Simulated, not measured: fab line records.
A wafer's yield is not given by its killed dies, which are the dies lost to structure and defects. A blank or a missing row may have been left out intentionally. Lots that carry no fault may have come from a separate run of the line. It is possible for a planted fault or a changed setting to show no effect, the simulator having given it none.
fab line records || flow n5_finfet
[record] {"lots": 14, "wafers": 36, "last_day": 18}
route steps=1938 shown BEOL_M8@1380 PASSIVATION@1936
lots that met no fault: from a run of the same line without faults
start_h: the number of hours between the record's first day and the start of the first shown wafer of the lot || wait_h: how many hours have passed since the lot's step before this one || " repeats the value in the row above || L1.1+2: a row that stands for several wafers || - value missing, or start not given || * or withheld: withheld || < > ~ a bound
route shown NAME@n: names a module that has steps shown in the file, with the first one's number in the route || usual: the fault-free wafers' mean and standard deviation || same: alike in all rows || chamber/n: place in a boat || sites: each site's reading || _std_site: standard deviation across them || _edge_site: the outer-site mean with the inner-site mean subtracted || radius_mm: for every site, how far away it sits from the centre of the wafer || mask NAME#n: copy n || behind: tool/chamber where the wafer was last shaped || hold: reason for holding the lot/hours on hold/outcome of the hold || device: transistor that didn't switch, given as n, p or np || end of line: at the end of the route, the tests of the same wafers || step lacking rows: just its recipe || killed: at the first sort, the dies lost to defects and structure; wafer yield is something else || map: a wafer's dies, marking killed ones x, the rest . and places with no die _
set.NAME: the setting the step ran with; set.NAME@STEP: the setting that earlier step ran with || model.NAME: the simulator's own value behind a step, which no gauge read
one table for each step of the route and one row for each wafer, over a sample of lots
services: from which hour (start_h, from the record's first day; less than 0 if before it) a tool's chamber was out of use, for how many hours, and why
[[steps]]
[step N5_BEOL_M8_OCD_MEAS_38]
[usual] {"trench_depth_nm": "94.1/1.7"}
{"lot.wafer": "L330.1", "tool": "ocd-02", "chamber": "-", "start_h": 226.58, "wait_h": "-", "trench_depth_nm": 95.5}
{"lot.wafer": "L330.2", "tool": "ocd-02", "chamber": "-", "start_h": 226.58, "wait_h": "-", "trench_depth_nm": 95.5}
{"lot.wafer": "L330.6", "tool": "ocd-02", "chamber": "-", "start_h": 226.58, "wait_h": "-", "trench_depth_nm": 96.1}
{"lot.wafer": "L331.3", "tool": "ocd-02", "chamber": "-", "start_h": 239.52, "wait_h": "-", "trench_depth_nm": 94.1}
{"lot.wafer": "L331.6", "tool": "ocd-02", "chamber": "-", "start_h": 239.52, "wait_h": "-", "trench_depth_nm": 94.6}
{"lot.wafer": "L335.2", "tool": "ocd-01", "chamber": "-", "start_h": 246.03, "wait_h": "-", "trench_depth_nm": 92.3}
{"lot.wafer": "L335.5", "tool": "ocd-01", "chamber": "-", "start_h": 246.03, "wait_h": "-", "trench_depth_nm": 93.6}
{"lot.wafer": "L335.6", "tool": "ocd-01", "chamber": "-", "start_h": 246.03, "wait_h": "-", "trench_depth_nm": 95.0}
{"lot.wafer": "L332.1", "tool": "ocd-01", "chamber": "-", "start_h": 246.43, "wait_h": "-", "trench_depth_nm": 94.4}
{"lot.wafer": "L332.5", "tool": "ocd-01", "chamber": "-", "start_h": 246.43, "wait_h": "-", "trench_depth_nm": 93.8}
{"lot.wafer": "L333.3", "tool": "ocd-02", "chamber": "-", "start_h": 246.43, "wait_h": "-", "trench_depth_nm": 95.3}
{"lot.wafer": "L333.5", "tool": "ocd-02", "chamber": "-", "start_h": 246.43, "wait_h": "-", "trench_depth_nm": 94.8}
{"lot.wafer": "L334.1", "tool": "ocd-02", "chamber": "-", "start_h": 258.87, "wait_h": "-", "trench_depth_nm": 95.0}
{"lot.wafer": "L334.4", "tool": "ocd-02", "chamber": "-", "start_h": 258.87, "wait_h": "-", "trench_depth_nm": 95.5}
{"lot.wafer": "L334.6", "tool": "ocd-02", "chamber": "-", "start_h": 258.87, "wait_h": "-", "trench_depth_nm": 90.5}
{"lot.wafer": "L336.1", "tool": "ocd-01", "chamber": "-", "start_h": 275.81, "wait_h": "-", "trench_depth_nm": 94.7}
{"lot.wafer": "L336.3", "tool": "ocd-01", "chamber": "-", "start_h": 275.81, "wait_h": "-", "trench_depth_nm": 96.4}
{"lot.wafer": "L336.6", "tool": "ocd-01", "chamber": "-", "start_h": 275.81, "wait_h": "-", "trench_depth_nm": 94.4}
{"lot.wafer": "L337.2", "tool": "ocd-02", "chamber": "-", "start_h": 278.30, "wait_h": "-", "trench_depth_nm": 91.0}
{"lot.wafer": "L337.4", "tool": "ocd-02", "chamber": "-", "start_h": 278.30, "wait_h": "-", "trench_depth_nm": 91.0}
{"lot.wafer": "L337.5", "tool": "ocd-02", "chamber": "-", "start_h": 278.30, "wait_h": "-", "trench_depth_nm": 95.6}
{"lot.wafer": "L338.1", "tool": "ocd-01", "chamber": "-", "start_h": 288.26, "wait_h": "-", "trench_depth_nm": 96.4}
{"lot.wafer": "L338.4", "tool": "ocd-01", "chamber": "-", "start_h": 288.26, "wait_h": "-", "trench_depth_nm": 96.3}
{"lot.wafer": "L338.5", "tool": "ocd-01", "chamber": "-", "start_h": 288.26, "wait_h": "-", "trench_depth_nm": 95.7}
{"lot.wafer": "L339.1", "tool": "ocd-01", "chamber": "-", "start_h": 288.66, "wait_h": "-", "trench_depth_nm": 94.8}
{"lot.wafer": "L339.5", "tool": "ocd-01", "chamber": "-", "start_h": 288.66, "wait_h": "-", "trench_depth_nm": 94.5}
{"lot.wafer": "L339.6", "tool": "ocd-01", "chamber": "-", "start_h": 288.66, "wait_h": "-", "trench_depth_nm": 94.8}
{"lot.wafer": "L341.1", "tool": "ocd-01", "chamber": "-", "start_h": 317.45, "wait_h": "-", "trench_depth_nm": 93.9}
{"lot.wafer": "L341.2", "tool": "ocd-01", "chamber": "-", "start_h": 317.45, "wait_h": "-", "trench_depth_nm": 93.9}
{"lot.wafer": "L341.4", "tool": "ocd-01", "chamber": "-", "start_h": 317.45, "wait_h": "-", "trench_depth_nm": 95.3}
{"lot.wafer": "L340.1", "tool": "ocd-01", "chamber": "-", "start_h": 318.24, "wait_h": "-", "trench_depth_nm": 94.2}
{"lot.wafer": "L340.4", "tool": "ocd-01", "chamber": "-", "start_h": 318.24, "wait_h": "-", "trench_depth_nm": 95.5}
{"lot.wafer": "L350.1", "tool": "ocd-01", "chamber": "-", "start_h": 348.21, "wait_h": "-", "trench_depth_nm": 91.3}
{"lot.wafer": "L350.2", "tool": "ocd-01", "chamber": "-", "start_h": 348.21, "wait_h": "-", "trench_depth_nm": 95.8}
{"lot.wafer": "L347.4", "tool": "ocd-01", "chamber": "-", "start_h": 349.76, "wait_h": "-", "trench_depth_nm": 97.4}
{"lot.wafer": "L347.6", "tool": "ocd-01", "chamber": "-", "start_h": 349.76, "wait_h": "-", "trench_depth_nm": 96.7}
[step N5_BEOL_M8_CURE_75]
[recipe] {"temp_c": 370, "time_s": 120, "ambient": "DMADMS/He", "material": "SiCOH_lowk"}
[usual] {"lamp_power_pct": "52.31/0.052", "wafer_temp_C_max": "371.5/0.46"}
{"lot.wafer": "L330.1", "tool": "uv_cure-01", "chamber": 2, "start_h": 226.77, "wait_h": 0.0, "lamp_power_pct": 52.36, "wafer_temp_C_max": 371.2}
{"lot.wafer": "L330.2", "tool": "uv_cure-01", "chamber": 2, "start_h": 226.77, "wait_h": 0.0, "lamp_power_pct": 52.25, "wafer_temp_C_max": 371.1}
{"lot.wafer": "L330.6", "tool": "uv_cure-01", "chamber": 2, "start_h": 226.77, "wait_h": 0.0, "lamp_power_pct": 52.36, "wafer_temp_C_max": 371.2}
{"lot.wafer": "L331.3", "tool": "uv_cure-02", "chamber": 2, "start_h": 239.81, "wait_h": 0.1, "lamp_power_pct": 52.23, "wafer_temp_C_max": 371.7}
{"lot.wafer": "L331.6", "tool": "uv_cure-02", "chamber": 2, "start_h": 239.81, "wait_h": 0.1, "lamp_power_pct": 52.37, "wafer_temp_C_max": 371.6}
{"lot.wafer": "L335.2", "tool": "uv_cure-03", "chamber": 1, "start_h": 246.28, "wait_h": 0.1, "lamp_power_pct": 52.33, "wafer_temp_C_max": 371.0}
{"lot.wafer": "L335.5", "tool": "uv_cure-03", "chamber": 1, "start_h": 246.28, "wait_h": 0.1, "lamp_power_pct": 52.21, "wafer_temp_C_max": 371.3}
{"lot.wafer": "L335.6", "tool": "uv_cure-03", "chamber": 1, "start_h": 246.28, "wait_h": 0.1, "lamp_power_pct": 52.28, "wafer_temp_C_max": 370.9}
{"lot.wafer": "L332.1", "tool": "uv_cure-03", "chamber": 2, "start_h": 246.63, "wait_h": 0.0, "lamp_power_pct": 52.32, "wafer_temp_C_max": 371.4}
{"lot.wafer": "L332.5", "tool": "uv_cure-03", "chamber": 2, "start_h": 246.63, "wait_h": 0.0, "lamp_power_pct": 52.34, "wafer_temp_C_max": 371.4}
{"lot.wafer": "L333.3", "tool": "uv_cure-02", "chamber": 0, "start_h": 246.72, "wait_h": 0.1, "lamp_power_pct": 52.31, "wafer_temp_C_max": 371.9}
{"lot.wafer": "L333.5", "tool": "uv_cure-02", "chamber": 0, "start_h": 246.72, "wait_h": 0.1, "lamp_power_pct": 52.31, "wafer_temp_C_max": 372.5}
{"lot.wafer": "L334.1", "tool": "uv_cure-03", "chamber": 1, "start_h": 259.06, "wait_h": 0.0, "lamp_power_pct": 52.23, "wafer_temp_C_max": 370.8}
{"lot.wafer": "L334.4", "tool": "uv_cure-03", "chamber": 1, "start_h": 259.06, "wait_h": 0.0, "lamp_power_pct": 52.28, "wafer_temp_C_max": 371.2}
{"lot.wafer": "L334.6", "tool": "uv_cure-03", "chamber": 1, "start_h": 259.06, "wait_h": 0.0, "lamp_power_pct": 52.27, "wafer_temp_C_max": 371.4}
{"lot.wafer": "L336.1", "tool": "uv_cure-01", "chamber": 0, "start_h": 276.01, "wait_h": 0.0, "lamp_power_pct": 52.36, "wafer_temp_C_max": 371.2}
{"lot.wafer": "L336.3", "tool": "uv_cure-01", "chamber": 0, "start_h": 276.01, "wait_h": 0.0, "lamp_power_pct": 52.29, "wafer_temp_C_max": 371.3}
{"lot.wafer": "L336.6", "tool": "uv_cure-01", "chamber": 0, "start_h": 276.01, "wait_h": 0.0, "lamp_power_pct": 52.30, "wafer_temp_C_max": 371.2}
{"lot.wafer": "L337.2", "tool": "uv_cure-03", "chamber": 0, "start_h": 278.55, "wait_h": 0.1, "lamp_power_pct": 52.36, "wafer_temp_C_max": 371.5}
{"lot.wafer": "L337.4", "tool": "uv_cure-03", "chamber": 0, "start_h": 278.55, "wait_h": 0.1, "lamp_power_pct": 52.32, "wafer_temp_C_max": 371.0}
{"lot.wafer": "L337.5", "tool": "uv_cure-03", "chamber": 0, "start_h": 278.55, "wait_h": 0.1, "lamp_power_pct": 52.26, "wafer_temp_C_max": 371.3}
{"lot.wafer": "L338.1", "tool": "uv_cure-03", "chamber": 2, "start_h": 288.64, "wait_h": 0.2, "lamp_power_pct": 52.27, "wafer_temp_C_max": 371.8}
{"lot.wafer": "L338.4", "tool": "uv_cure-03", "chamber": 2, "start_h": 288.64, "wait_h": 0.2, "lamp_power_pct": 52.31, "wafer_temp_C_max": 371.4}
{"lot.wafer": "L338.5", "tool": "uv_cure-03", "chamber": 2, "start_h": 288.64, "wait_h": 0.2, "lamp_power_pct": 52.30, "wafer_temp_C_max": 371.4}
{"lot.wafer": "L339.1", "tool": "uv_cure-02", "chamber": 0, "start_h": 288.86, "wait_h": 0.0, "lamp_power_pct": 52.29, "wafer_temp_C_max": 371.7}
{"lot.wafer": "L339.5", "tool": "uv_cure-02", "chamber": 0, "start_h": 288.86, "wait_h": 0.0, "lamp_power_pct": 52.34, "wafer_temp_C_max": 372.4}
{"lot.wafer": "L339.6", "tool": "uv_cure-02", "chamber": 0, "start_h": 288.86, "wait_h": 0.0, "lamp_power_pct": 52.30, "wafer_temp_C_max": 371.4}
{"lot.wafer": "L341.1", "tool": "uv_cure-01", "chamber": 0, "start_h": 317.64, "wait_h": 0.0, "lamp_power_pct": 52.26, "wafer_temp_C_max": 371.9}
{"lot.wafer": "L341.2", "tool": "uv_cure-01", "chamber": 0, "start_h": 317.64, "wait_h": 0.0, "lamp_power_pct": 52.15, "wafer_temp_C_max": 371.3}
{"lot.wafer": "L341.4", "tool": "uv_cure-01", "chamber": 0, "start_h": 317.64, "wait_h": 0.0, "lamp_power_pct": 52.30, "wafer_temp_C_max": 370.9}
{"lot.wafer": "L340.1", "tool": "uv_cure-03", "chamber": 0, "start_h": 318.45, "wait_h": 0.0, "lamp_power_pct": 52.32, "wafer_temp_C_max": 371.2}
{"lot.wafer": "L340.4", "tool": "uv_cure-03", "chamber": 0, "start_h": 318.45, "wait_h": 0.0, "lamp_power_pct": 52.37, "wafer_temp_C_max": 372.0}
{"lot.wafer": "L350.1", "tool": "uv_cure-02", "chamber": 0, "start_h": 348.41, "wait_h": 0.0, "lamp_power_pct": 52.28, "wafer_temp_C_max": 372.0}
{"lot.wafer": "L350.2", "tool": "uv_cure-02", "chamber": 0, "start_h": 348.41, "wait_h": 0.0, "lamp_power_pct": 52.36, "wafer_temp_C_max": 371.4}
{"lot.wafer": "L347.4", "tool": "uv_cure-01", "chamber": 2, "start_h": 350.10, "wait_h": 0.2, "lamp_power_pct": 52.21, "wafer_temp_C_max": 371.4}
{"lot.wafer": "L347.6", "tool": "uv_cure-01", "chamber": 2, "start_h": 350.10, "wait_h": 0.2, "lamp_power_pct": 52.30, "wafer_temp_C_max": 371.3}
[step N5_BEOL_M8_SURFACE_TREAT_79]
[recipe] {"gas": "Ar", "time_s": "*", "ion_energy_ev": "*", "ion_current_ma_cm2": 0.5, "pressure_mtorr": "*", "ar_flow_sccm": 30}
[usual] {"throttle_valve_pct": "*"}
{"lot.wafer": "L330.1", "tool": "pvd_sputter-02", "chamber": "-", "start_h": 229.01, "wait_h": 1.6, "throttle_valve_pct": "*"}
{"lot.wafer": "L330.2", "tool": "pvd_sputter-02", "chamber": "-", "start_h": 229.01, "wait_h": 1.6, "throttle_valve_pct": "*"}
{"lot.wafer": "L330.6", "tool": "pvd_sputter-02", "chamber": "-", "start_h": 229.01, "wait_h": 1.6, "throttle_valve_pct": "*"}
{"lot.wafer": "L331.3", "tool": "pvd_sputter-02", "chamber": "-", "start_h": 240.62, "wait_h": 0.2, "throttle_valve_pct": "*"}
{"lot.wafer": "L331.6", "tool": "pvd_sputter-02", "chamber": "-", "start_h": 240.62, "wait_h": 0.2, "throttle_valve_pct": "*"}
{"lot.wafer": "L335.2", "tool": "pvd_sputter-01", "chamber": "-", "start_h": 248.91, "wait_h": 1.6, "throttle_valve_pct": "*"}
{"lot.wafer": "L335.5", "tool": "pvd_sputter-01", "chamber": "-", "start_h": 248.91, "wait_h": 1.6, "throttle_valve_pct": "*"}
{"lot.wafer": "L335.6", "tool": "pvd_sputter-01", "chamber": "-", "start_h": 248.91, "wait_h": 1.6, "throttle_valve_pct": "*"}
{"lot.wafer": "L333.3", "tool": "pvd_sputter-01", "chamber": "-", "start_h": 249.61, "wait_h": 0.3, "throttle_valve_pct": "*"}
{"lot.wafer": "L333.5", "tool": "pvd_sputter-01", "chamber": "-", "start_h": 249.61, "wait_h": 0.3, "throttle_valve_pct": "*"}
{"lot.wafer": "L332.1", "tool": "pvd_sputter-01", "chamber": "-", "start_h": 250.23, "wait_h": 0.2, "throttle_valve_pct": "*"}
{"lot.wafer": "L332.5", "tool": "pvd_sputter-01", "chamber": "-", "start_h": 250.23, "wait_h": 0.2, "throttle_valve_pct": "*"}
{"lot.wafer": "L334.1", "tool": "pvd_sputter-01", "chamber": "-", "start_h": 260.26, "wait_h": 0.2, "throttle_valve_pct": "*"}
{"lot.wafer": "L334.4", "tool": "pvd_sputter-01", "chamber": "-", "start_h": 260.26, "wait_h": 0.2, "throttle_valve_pct": "*"}
{"lot.wafer": "L334.6", "tool": "pvd_sputter-01", "chamber": "-", "start_h": 260.26, "wait_h": 0.2, "throttle_valve_pct": "*"}
{"lot.wafer": "L336.1", "tool": "pvd_sputter-02", "chamber": "-", "start_h": 278.25, "wait_h": 1.4, "throttle_valve_pct": "*"}
{"lot.wafer": "L336.3", "tool": "pvd_sputter-02", "chamber": "-", "start_h": 278.25, "wait_h": 1.4, "throttle_valve_pct": "*"}
{"lot.wafer": "L336.6", "tool": "pvd_sputter-02", "chamber": "-", "start_h": 278.25, "wait_h": 1.4, "throttle_valve_pct": "*"}
{"lot.wafer": "L337.2", "tool": "pvd_sputter-03", "chamber": "-", "start_h": 279.25, "wait_h": 0.2, "throttle_valve_pct": "*"}
{"lot.wafer": "L337.4", "tool": "pvd_sputter-03", "chamber": "-", "start_h": 279.25, "wait_h": 0.2, "throttle_valve_pct": "*"}
{"lot.wafer": "L337.5", "tool": "pvd_sputter-03", "chamber": "-", "start_h": 279.25, "wait_h": 0.2, "throttle_valve_pct": "*"}
{"lot.wafer": "L338.1", "tool": "pvd_sputter-02", "chamber": "-", "start_h": 289.65, "wait_h": 0.3, "throttle_valve_pct": "*"}
{"lot.wafer": "L338.4", "tool": "pvd_sputter-02", "chamber": "-", "start_h": 289.65, "wait_h": 0.3, "throttle_valve_pct": "*"}
{"lot.wafer": "L338.5", "tool": "pvd_sputter-02", "chamber": "-", "start_h": 289.65, "wait_h": 0.3, "throttle_valve_pct": "*"}
{"lot.wafer": "L339.1", "tool": "pvd_sputter-01", "chamber": "-", "start_h": 293.65, "wait_h": 3.6, "throttle_valve_pct": "*"}
{"lot.wafer": "L339.5", "tool": "pvd_sputter-01", "chamber": "-", "start_h": 293.65, "wait_h": 3.6, "throttle_valve_pct": "*"}
{"lot.wafer": "L339.6", "tool": "pvd_sputter-01", "chamber": "-", "start_h": 293.65, "wait_h": 3.6, "throttle_valve_pct": "*"}
{"lot.wafer": "L341.1", "tool": "pvd_sputter-01", "chamber": "-", "start_h": 318.73, "wait_h": 0.5, "throttle_valve_pct": "*"}
{"lot.wafer": "L341.2", "tool": "pvd_sputter-01", "chamber": "-", "start_h": 318.73, "wait_h": 0.5, "throttle_valve_pct": "*"}
{"lot.wafer": "L341.4", "tool": "pvd_sputter-01", "chamber": "-", "start_h": 318.73, "wait_h": 0.5, "throttle_valve_pct": "*"}
{"lot.wafer": "L340.1", "tool": "pvd_sputter-02", "chamber": "-", "start_h": 319.36, "wait_h": 0.4, "throttle_valve_pct": "*"}
{"lot.wafer": "L340.4", "tool": "pvd_sputter-02", "chamber": "-", "start_h": 319.36, "wait_h": 0.4, "throttle_valve_pct": "*"}
{"lot.wafer": "L350.1", "tool": "pvd_sputter-02", "chamber": "-", "start_h": 350.37, "wait_h": 0.2, "throttle_valve_pct": "*"}
{"lot.wafer": "L350.2", "tool": "pvd_sputter-02", "chamber": "-", "start_h": 350.37, "wait_h": 0.2, "throttle_valve_pct": "*"}
{"lot.wafer": "L347.4", "tool": "pvd_sputter-02", "chamber": "-", "start_h": 350.92, "wait_h": 0.2, "throttle_valve_pct": "*"}
{"lot.wafer": "L347.6", "tool": "pvd_sputter-02", "chamber": "-", "start_h": 350.92, "wait_h": 0.2, "throttle_valve_pct": "*"}
[step N5_BEOL_M8_CVD_78]
[recipe] {"material": "Co", "target_thk_a": 20, "temp_c": "withheld", "precursor": "CCTBA/H2", "pressure_torr": 30, "time_s": 142.3}
[usual] {"run_length_s": "165.2/0.43"}
{"lot.wafer": "L330.1", "tool": "cvd_co-02", "chamber": 0, "start_h": 229.08, "wait_h": 0.0, "run_length_s": 165.2}
{"lot.wafer": "L330.2", "tool": "cvd_co-02", "chamber": 1, "start_h": 229.08, "wait_h": 0.0, "run_length_s": 166.0}
{"lot.wafer": "L330.6", "tool": "cvd_co-02", "chamber": 1, "start_h": 229.08, "wait_h": 0.0, "run_length_s": 166.2}
{"lot.wafer": "L331.3", "tool": "cvd_co-02", "chamber": 0, "start_h": 240.69, "wait_h": 0.1, "run_length_s": 165.7}
{"lot.wafer": "L331.6", "tool": "cvd_co-02", "chamber": 0, "start_h": 240.69, "wait_h": 0.1, "run_length_s": 165.6}
{"lot.wafer": "L335.2", "tool": "cvd_co-01", "chamber": 0, "start_h": 249.21, "wait_h": 0.3, "run_length_s": 164.5}
{"lot.wafer": "L335.5", "tool": "cvd_co-01", "chamber": 1, "start_h": 249.21, "wait_h": 0.3, "run_length_s": 164.8}
{"lot.wafer": "L335.6", "tool": "cvd_co-01", "chamber": 2, "start_h": 249.21, "wait_h": 0.3, "run_length_s": 164.9}
{"lot.wafer": "L333.3", "tool": "cvd_co-02", "chamber": 0, "start_h": 249.90, "wait_h": 0.3, "run_length_s": 165.4}
{"lot.wafer": "L333.5", "tool": "cvd_co-02", "chamber": 1, "start_h": 249.90, "wait_h": 0.3, "run_length_s": 165.9}
{"lot.wafer": "L332.1", "tool": "cvd_co-01", "chamber": 1, "start_h": 250.30, "wait_h": 0.1, "run_length_s": 164.8}
{"lot.wafer": "L332.5", "tool": "cvd_co-01", "chamber": 0, "start_h": 250.30, "wait_h": 0.1, "run_length_s": 165.1}
{"lot.wafer": "L334.1", "tool": "cvd_co-01", "chamber": 2, "start_h": 260.37, "wait_h": 0.1, "run_length_s": 165.3}
{"lot.wafer": "L334.4", "tool": "cvd_co-01", "chamber": 2, "start_h": 260.37, "wait_h": 0.1, "run_length_s": 165.3}
{"lot.wafer": "L334.6", "tool": "cvd_co-01", "chamber": 1, "start_h": 260.37, "wait_h": 0.1, "run_length_s": 165.0}
{"lot.wafer": "L336.1", "tool": "cvd_co-02", "chamber": 0, "start_h": 278.31, "wait_h": 0.0, "run_length_s": 165.1}
{"lot.wafer": "L336.3", "tool": "cvd_co-02", "chamber": 2, "start_h": 278.31, "wait_h": 0.0, "run_length_s": 165.5}
{"lot.wafer": "L336.6", "tool": "cvd_co-02", "chamber": 1, "start_h": 278.31, "wait_h": 0.0, "run_length_s": 166.0}
{"lot.wafer": "L337.2", "tool": "cvd_co-01", "chamber": 2, "start_h": 279.33, "wait_h": 0.1, "run_length_s": 165.1}
{"lot.wafer": "L337.4", "tool": "cvd_co-01", "chamber": 1, "start_h": 279.33, "wait_h": 0.1, "run_length_s": 164.8}
{"lot.wafer": "L337.5", "tool": "cvd_co-01", "chamber": 0, "start_h": 279.33, "wait_h": 0.1, "run_length_s": 164.7}
{"lot.wafer": "L338.1", "tool": "cvd_co-02", "chamber": 1, "start_h": 289.94, "wait_h": 0.3, "run_length_s": 166.2}
{"lot.wafer": "L338.4", "tool": "cvd_co-02", "chamber": 0, "start_h": 289.94, "wait_h": 0.3, "run_length_s": 165.2}
{"lot.wafer": "L338.5", "tool": "cvd_co-02", "chamber": 1, "start_h": 289.94, "wait_h": 0.3, "run_length_s": 165.4}
{"lot.wafer": "L339.1", "tool": "cvd_co-01", "chamber": 1, "start_h": 293.71, "wait_h": 0.0, "run_length_s": 165.1}
{"lot.wafer": "L339.5", "tool": "cvd_co-01", "chamber": 0, "start_h": 293.71, "wait_h": 0.0, "run_length_s": 164.4}
{"lot.wafer": "L339.6", "tool": "cvd_co-01", "chamber": 2, "start_h": 293.71, "wait_h": 0.0, "run_length_s": 165.8}
{"lot.wafer": "L341.1", "tool": "cvd_co-01", "chamber": 2, "start_h": 318.81, "wait_h": 0.1, "run_length_s": 165.4}
{"lot.wafer": "L341.2", "tool": "cvd_co-01", "chamber": 0, "start_h": 318.81, "wait_h": 0.1, "run_length_s": 164.5}
{"lot.wafer": "L341.4", "tool": "cvd_co-01", "chamber": 1, "start_h": 318.81, "wait_h": 0.1, "run_length_s": 164.9}
{"lot.wafer": "L340.1", "tool": "cvd_co-01", "chamber": 0, "start_h": 319.65, "wait_h": 0.3, "run_length_s": 164.7}
{"lot.wafer": "L340.4", "tool": "cvd_co-01", "chamber": 2, "start_h": 319.65, "wait_h": 0.3, "run_length_s": 165.5}
{"lot.wafer": "L350.1", "tool": "cvd_co-01", "chamber": 0, "start_h": 350.43, "wait_h": 0.0, "run_length_s": 164.3}
{"lot.wafer": "L350.2", "tool": "cvd_co-01", "chamber": 2, "start_h": 350.43, "wait_h": 0.0, "run_length_s": 110.3}
{"lot.wafer": "L347.4", "tool": "cvd_co-01", "chamber": 0, "start_h": 351.17, "wait_h": 0.2, "run_length_s": 164.4}
{"lot.wafer": "L347.6", "tool": "cvd_co-01", "chamber": 0, "start_h": 351.17, "wait_h": 0.2, "run_length_s": 109.8}
[step N5_PASSIVATION_PROBE_49]
[usual] {"defect_limited_yield": "91.0/1.5", "killed_at_M0_to_M3": "35/11", "killed_at_M4_up": "13/5", "killed_at_contacts": "12/5.9", "killed_at_front_end": "42/13", "killed_at_other": "3/3.2", "killed_dies": "106/18", "killed_open": "69/13", "killed_short": "35/8.9", "sort_bin_5_function": "5.2/0.95", "sort_bin_6_memory": "3.3/0.71", "sort_n_pass": "1074/18", "sort_yield_pct": "91.0/1.5"}
[same] {"gross_dies": 1180, "killed_at_back_side": 0, "sort_bin_4_leakage[%]": 0, "sort_bin_8_speed[%]": 0}
{"lot.wafer": "L347.6", "tool": "prober-01", "chamber": "-", "start_h": 425.53, "wait_h": 0.3, "defect_limited_yield[%]": 92.6, "killed_at_M0_to_M3": 32, "killed_at_M4_up": 6, "killed_at_contacts": 12, "killed_at_front_end": 37, "killed_at_other": 0, "killed_dies": 87, "killed_open": 57, "killed_short": 27, "sort_bin_5_function[%]": 5.1, "sort_bin_6_memory[%]": 2.0, "sort_n_pass": 1093, "sort_yield_pct[%]": 92.6}
{"lot.wafer": "L350.2", "tool": "prober-02", "chamber": "-", "start_h": 436.13, "wait_h": 0.1, "defect_limited_yield[%]": 92.4, "killed_at_M0_to_M3": 34, "killed_at_M4_up": 9, "killed_at_contacts": 16, "killed_at_front_end": 31, "killed_at_other": 0, "killed_dies": 90, "killed_open": 65, "killed_short": 25, "sort_bin_5_function[%]": 4.5, "sort_bin_6_memory[%]": 2.9, "sort_n_pass": 1090, "sort_yield_pct[%]": 92.4}
// killed by level:class
L347.6 BEOL_M2:geometric_particle:open=9 FIN_SAQP:geometric_particle:short=8 MOL_CONTACT_COAG:geometric_particle:open=7 BEOL_M0_SAQP:geometric_particle:open=7 FIN_SAQP:geometric_particle:open=6 BEOL_M3:geometric_particle:open=5 STARTING-WAFER:geometric_particle:open=4 GATE_CUT:geometric_particle:open=3
L350.2 MOL_CONTACT_COAG:geometric_particle:open=13 STI_FIN_REVEAL:geometric_particle:open=12 DUMMY_GATE:geometric_particle:open=7 BEOL_M0_SAQP:geometric_particle:short=7 BEOL_M2:geometric_particle:open=6 BEOL_M3:geometric_particle:open=6 BEOL_M0_SAQP:geometric_particle:open=5 BEOL_M3:geometric_particle:short=4
[[services]]
{"tool": "cvd_co-01", "chamber": "-", "start_h": 219.89, "hours": 0.2, "kind": "repair"}
{"tool": "uv_cure-03", "chamber": "-", "start_h": 223.44, "hours": 1.0, "kind": "pm"}
{"tool": "pvd_sputter-02", "chamber": "-", "start_h": 229.10, "hours": 4.9, "kind": "repair"}
{"tool": "uv_cure-01", "chamber": "-", "start_h": 260.68, "hours": 1.3, "kind": "repair"}
{"tool": "pvd_sputter-01", "chamber": "-", "start_h": 264.67, "hours": 2.1, "kind": "repair"}
{"tool": "uv_cure-02", "chamber": "-", "start_h": 275.49, "hours": 9.4, "kind": "repair"}
{"tool": "cvd_co-02", "chamber": "-", "start_h": 293.87, "hours": 0.9, "kind": "repair"}
{"tool": "uv_cure-01", "chamber": "-", "start_h": 330.93, "hours": 2.8, "kind": "pm"}
{"tool": "cvd_co-01", "chamber": 1, "start_h": 333.40, "hours": "-", "kind": "clean"}
{"tool": "cvd_co-01", "chamber": 1, "start_h": 333.40, "hours": 22.0, "kind": "scheduled_down"}
{"tool": "cvd_co-01", "chamber": 1, "start_h": 333.40, "hours": 22.0, "kind": "vent_cycle"}
[[key]]
[first_sign] {"step": "N5_BEOL_M8_CVD_78", "reading": "run_length_s", "direction": "down", "sigmas": "99+", "usual": "*", "struck": "*"}
effect none on later readings
met_at N5_BEOL_M8_CVD_78
struck_lots L347,L350
struck_wafers L347.6,L350.2
not_acting_at N5_BEOL_M8_OCD_MEAS_38,N5_BEOL_M8_CURE_75,N5_BEOL_M8_SURFACE_TREAT_79
onset_between 319.65 350.43
[fault] {"kind": "process_parameter_drift", "tool": "cvd_co-01", "chamber": "-", "onset_h": 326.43, "steps": "N5_BEOL_M8_CVD_78", "channel": "time_s", "offset": "*", "shape": "step", "end_h": 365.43, "scope": "struck_wafers_only", "acts_in": "*", "stated": "*"}
